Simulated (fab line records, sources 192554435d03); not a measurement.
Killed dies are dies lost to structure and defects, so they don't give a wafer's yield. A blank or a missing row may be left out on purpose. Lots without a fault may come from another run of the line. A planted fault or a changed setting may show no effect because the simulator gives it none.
Chamber matching | flow n5_finfet | N5_PMOS_HMC_CHANNEL_EPI_HM_OPEN_15 on rie_diel-03: 3 sister chambers
The step chemistry CHF3/O2, target SiO2, target depth 40.6 nm, time 20.3 s. 6 wafers are shown with their chamber, then 6 later ones without.

WAFERS WITH THEIR CHAMBER
wafer  | chamber | showerhead_plenum_p_Torr (Torr) | throttle_valve_pct (%)
L082.3 | 3       | 2.28                            | 19.42
L086.3 | 2       | 2.45                            | 18.61
L086.4 | 0       | 2.43                            | 19.01
L086.5 | 2       | 2.45                            | 18.64
L088.2 | 3       | 2.28                            | 19.45
L088.3 | 0       | 2.42                            | 19.03

WAFERS WITHOUT THEIR CHAMBER
wafer  | showerhead_plenum_p_Torr (Torr) | throttle_valve_pct (%)
L088.5 | 2.45                            | 18.65
L090.1 | 2.27                            | 19.45
L090.2 | 2.42                            | 19.04
L090.3 | 2.45                            | 18.65
L097.3 | 2.44                            | 18.67
L097.6 | 2.57                            | 18.98

WHICH CHAMBER EACH WENT THROUGH
wafer  | from the rows above     | in truth
L088.5 | 2                       | 2
L090.1 | 3                       | 3
L090.2 | 0                       | 0
L090.3 | 2                       | 2
L097.3 | 2                       | 2
L097.6 | can't be placed: 2 or 0 | 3
Placed correctly: 5 of 6. Can't be placed from these rows: 1 (the true chamber is among the candidates in 0). Placed wrongly: 0.
How it was worked out, from the rows above alone: a wafer's distance from a chamber is the root of the sum, over the readings, of the square of ((its reading less the chamber's mean) divided by the reading's scatter). The wafer belongs to the nearest chamber; if the next one is less than 2 further off, it can't be placed. A chamber's mean is the mean of its shown wafers. The scatter: the root of (the sum of the squares of (reading less its chamber's mean) over the shown wafers, divided by (wafers less chambers)).
